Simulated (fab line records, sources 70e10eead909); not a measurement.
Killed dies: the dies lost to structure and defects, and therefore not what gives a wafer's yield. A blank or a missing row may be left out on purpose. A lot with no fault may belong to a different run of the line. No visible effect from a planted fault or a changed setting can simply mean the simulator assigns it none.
Which tool is to blame? | flow nand_harc | 14 lots, 42 wafers sampled, at 5 steps of a route of 1302

== WHAT THE GAUGES SHOWED, per wafer ==
NHARC_A_BLC_INSPECT_12.
lot  | measured     | on                | raw_defect_count
L419 | day 23 04:54 | defect_inspect-01 | 129 145 144
L421 | day 23 09:31 | defect_inspect-01 | 143 154 119
L420 | day 23 14:56 | defect_inspect-02 | 51 60 64
L423 | day 24 18:06 | defect_inspect-02 | 149 154 184
L427 | day 25 15:55 | defect_inspect-01 | 75 82 79
L426 | day 25 18:13 | defect_inspect-02 | 70 80 75
L422 | day 25 19:29 | defect_inspect-01 | 65 68 60
L430 | day 27 02:17 | defect_inspect-02 | 92 92 79
L429 | day 27 09:07 | defect_inspect-01 | 104 153 133
L432 | day 28 00:01 | defect_inspect-02 | 129 138 110
L434 | day 28 16:50 | defect_inspect-02 | 23 21 30
L433 | day 28 17:19 | defect_inspect-02 | 141 176 138
L437 | day 30 05:02 | defect_inspect-02 | 32 32 22
L438 | day 30 22:59 | defect_inspect-02 | 69 81 65

NHARC_A_M0_CD_MEAS_09: the cd target is 80 nm.
lot  | measured     | on        | cd_nm (nm)
L419 | day 23 08:43 | cd_sem-03 | 80.5 78.8 80.3
L421 | day 23 13:26 | cd_sem-02 | 79.6 80.2 79.3
L420 | day 23 18:42 | cd_sem-02 | 80.0 79.6 79.4
L423 | day 24 22:01 | cd_sem-03 | 80.5 79.4 78.6
L427 | day 25 20:25 | cd_sem-03 | 81.2 80.1 80.4
L426 | day 25 22:18 | cd_sem-01 | 79.8 79.7 80.6
L422 | day 25 23:25 | cd_sem-03 | 78.8 80.2 79.6
L430 | day 27 06:15 | cd_sem-02 | 79.0 80.5 79.6
L429 | day 27 13:01 | cd_sem-01 | 80.6 81.0 80.9
L432 | day 28 03:49 | cd_sem-01 | 79.1 80.5 80.3
L434 | day 28 21:10 | cd_sem-02 | 80.1 79.9 80.8
L433 | day 28 21:19 | cd_sem-02 | 80.4 79.8 79.7
L437 | day 30 08:49 | cd_sem-03 | 89.8 89.5 89.7 89.6 89.4 89.3
L438 | day 31 03:01 | cd_sem-01 | 87.8 87.2 88.3 87.9 87.2 88.0

== WHICH TOOL RAN EACH LOT (tool, then ch and the chambers of the sampled wafers, then the start) ==
lot  | NHARC_A_BLC_STRIP_29               | NHARC_A_BLC_ALD_23                  | NHARC_A_M0_PEB_07
L419 | rie_diel-07 ch 0,1, day 23 06:00   | ald_metal-02 ch 0,1,3, day 23 06:51 | litho_track-01 ch 0, day 23 08:38
L421 | rie_diel-11 ch 1,2,3, day 23 10:37 | ald_metal-03 ch 0,1,2, day 23 11:23 | litho_track-01 ch 0, day 23 13:21
L420 | rie_diel-07 ch 1,3, day 23 16:02   | ald_metal-02 ch 0,1,3, day 23 16:48 | litho_track-04 ch 0, day 23 18:37
L423 | rie_diel-11 ch 0,2,3, day 24 19:13 | ald_metal-01 ch 0,1,2, day 24 19:59 | litho_track-01 ch 0, day 24 21:56
L427 | rie_diel-11 ch 2,3, day 25 17:01   | ald_metal-03 ch 1,2, day 25 17:47   | litho_track-06 ch 0, day 25 20:20
L426 | rie_diel-07 ch 0,1,2, day 25 19:19 | ald_metal-02 ch 0,2,3, day 25 20:05 | litho_track-06 ch 0, day 25 22:13
L422 | rie_diel-07 ch 0,1,2, day 25 20:35 | ald_metal-01 ch 0,1,3, day 25 21:22 | litho_track-01 ch 0, day 25 23:20
L430 | rie_diel-09 ch 0,1,2, day 27 03:34 | ald_metal-02 ch 2,3, day 27 04:20   | litho_track-01 ch 0, day 27 06:10
L429 | rie_diel-07 ch 1,2,3, day 27 10:13 | ald_metal-01 ch 0,1,2, day 27 10:59 | litho_track-04 ch 0, day 27 12:56
L432 | rie_diel-11 ch 0,3, day 28 01:08   | ald_metal-02 ch 0,1,2, day 28 01:57 | litho_track-04 ch 0, day 28 03:44
L434 | rie_diel-11 ch 0,3, day 28 18:22   | ald_metal-01 ch 0,2, day 28 19:09   | litho_track-06 ch 0, day 28 21:05
L433 | rie_diel-07 ch 0,1,2, day 28 18:28 | ald_metal-03 ch 1,2,3, day 28 19:17 | litho_track-01 ch 0, day 28 21:14
L437 | rie_diel-11 ch 0,1,2, day 30 06:10 | ald_metal-01 ch 0,3, day 30 06:55   | litho_track-01 ch 0, day 30 08:44
L438 | rie_diel-07 ch 0,1,3, day 31 00:19 | ald_metal-03 ch 0,1, day 31 01:05   | litho_track-01 ch 0, day 31 02:55
- NHARC_A_BLC_STRIP_29: strips in CF4.
- NHARC_A_BLC_ALD_23: deposits TiN, target thk 3 nm, pulse time 1 s, ald cycles 150.
- NHARC_A_M0_PEB_07: peb time 65 s.

== WHAT THE TOOLS THEMSELVES READ (means of the sampled wafers that have a number; where no wafer has one, the mark that the record gives instead) ==
NHARC_A_BLC_STRIP_29.
lot  | tool        | drypump_motor_current_A (A) | oes_product_au (a.u.) | rf_vpp_V (V) | showerhead_plenum_p_Torr (Torr) | throttle_valve_pct (%)
L419 | rie_diel-07 | 5.71                        | 0.985                 | 59.3         | 1.70                            | 13.284
L421 | rie_diel-11 | 5.76                        | 1.010                 | 60.1         | 1.73                            | 13.278
L420 | rie_diel-07 | 6.00                        | 0.997                 | 58.9         | 1.74                            | 13.285
L423 | rie_diel-11 | 5.79                        | 1.013                 | 59.3         | 1.72                            | 13.283
L427 | rie_diel-11 | 5.70                        | 1.012                 | 59.1         | 1.74                            | 13.285
L426 | rie_diel-07 | 5.85                        | 0.997                 | 59.6         | 1.70                            | 13.279
L422 | rie_diel-07 | 5.84                        | 1.002                 | 59.1         | 1.70                            | 13.284
L430 | rie_diel-09 | 6.19                        | 1.012                 | 59.4         | 1.73                            | 13.284
L429 | rie_diel-07 | 6.09                        | 1.002                 | 59.4         | 1.74                            | 13.276
L432 | rie_diel-11 | 5.82                        | 1.016                 | 58.9         | 1.72                            | 13.283
L434 | rie_diel-11 | 5.96                        | 1.011                 | 58.7         | 1.70                            | 13.281
L433 | rie_diel-07 | 5.84                        | 1.012                 | 59.0         | 1.70                            | 13.291
L437 | rie_diel-11 | 5.88                        | 1.008                 | 59.4         | 1.71                            | 13.277
L438 | rie_diel-07 | 5.79                        | 1.001                 | 58.9         | 1.71                            | 13.284

NHARC_A_BLC_ALD_23.
lot  | tool         | heater_power_w (W) | precursor_pulse_height_rel
L419 | ald_metal-02 | 1059               | 0.967
L421 | ald_metal-03 | 1162               | 1.009
L420 | ald_metal-02 | 1067               | 0.999
L423 | ald_metal-01 | 1007               | 0.987
L427 | ald_metal-03 | 1114               | 0.998
L426 | ald_metal-02 | 997                | 1.008
L422 | ald_metal-01 | 979                | 1.012
L430 | ald_metal-02 | 916                | 0.993
L429 | ald_metal-01 | 1003               | 0.981
L432 | ald_metal-02 | 1166               | 1.003
L434 | ald_metal-01 | 1043               | 1.000
L433 | ald_metal-03 | 1110               | 1.002
L437 | ald_metal-01 | 978                | 1.005
L438 | ald_metal-03 | 1146               | 1.009

NHARC_A_M0_PEB_07.
lot  | tool           | exhaust_pa (Pa) | heater_power_total_W (W) | plate_temp_C (C)
L419 | litho_track-01 | 46.1            | 156.5                    | 100.15
L421 | litho_track-01 | 45.3            | 156.4                    | 99.93
L420 | litho_track-04 | 46.2            | 156.4                    | 100.08
L423 | litho_track-01 | 45.6            | 156.6                    | 99.94
L427 | litho_track-06 | 45.9            | 156.5                    | 100.09
L426 | litho_track-06 | 45.4            | 156.4                    | 99.84
L422 | litho_track-01 | 44.8            | 156.4                    | 100.02
L430 | litho_track-01 | 45.8            | 156.9                    | 100.00
L429 | litho_track-04 | 46.9            | 156.8                    | 99.97
L432 | litho_track-04 | 44.8            | 156.2                    | 100.14
L434 | litho_track-06 | 46.3            | 156.6                    | 99.96
L433 | litho_track-01 | 43.2            | 156.8                    | 100.08
L437 | litho_track-01 | 44.8            | 162.6                    | 102.72
L438 | litho_track-01 | 45.4            | 163.1                    | 102.97

== THE ANSWER, worked out from the rows above alone ==
Rule: the lots themselves supply what counts as usual. Put in order of their means at a reading, lots are off if they are a third of the lots or fewer, leave a main group of 4 or more, and stand apart from it by a gap of 3 or more times the standard deviation of the main group's means; of several such gaps the widest counts. A main group whose means are all the same, to the digits that the tables above print for the reading, isn't used. A lot without any number at a reading at which 4 lots or more have one is off too. Where the step has rows for the other lots, those lots are counted as sound. Order of review: gauges by route order, followed by the tools' own readings, for which a lot's mean as printed above is used. At the first step where some lot is off, the reading lying furthest off is the one used; lots without a number count as furthest.
Off: L437, L438 (NHARC_A_M0_CD_MEAS_09, cd_nm). The main group has a mean of 80.0 nm with a standard deviation of 0.39.
If a tool, at a process step before that reading, ran all the lots that are off and no sound lot after the first of them, it fits. Not tried: the gauges at NHARC_A_M0_CD_MEAS_09; whatever is off there is also off at NHARC_A_M0_PEB_07, on other tools, and gauge error can't account for it. One fits: litho_track-01 at NHARC_A_M0_PEB_07. Its last sound lot is L433 (day 28 21:14), its first lot that is off L437 (day 30 08:44): a fault that began between those two fits.
The tool's own readings at NHARC_A_M0_PEB_07 bear it out: on the lots that are off they differ by more than 5 times the standard deviation of the sound lots' means. heater_power_total_W reads 162.8 W there against 156.5 W on the sound lots; plate_temp_C reads 102.84 C there against 100.02 C on the sound lots.

== WHAT HAD BEEN PUT IN BY THE SIMULATOR ==
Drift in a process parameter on litho_track-01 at NHARC_A_M0_PEB_07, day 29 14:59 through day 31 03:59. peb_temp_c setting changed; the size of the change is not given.
Lots struck among those shown: L437, L438. This agrees with what the rule above found.
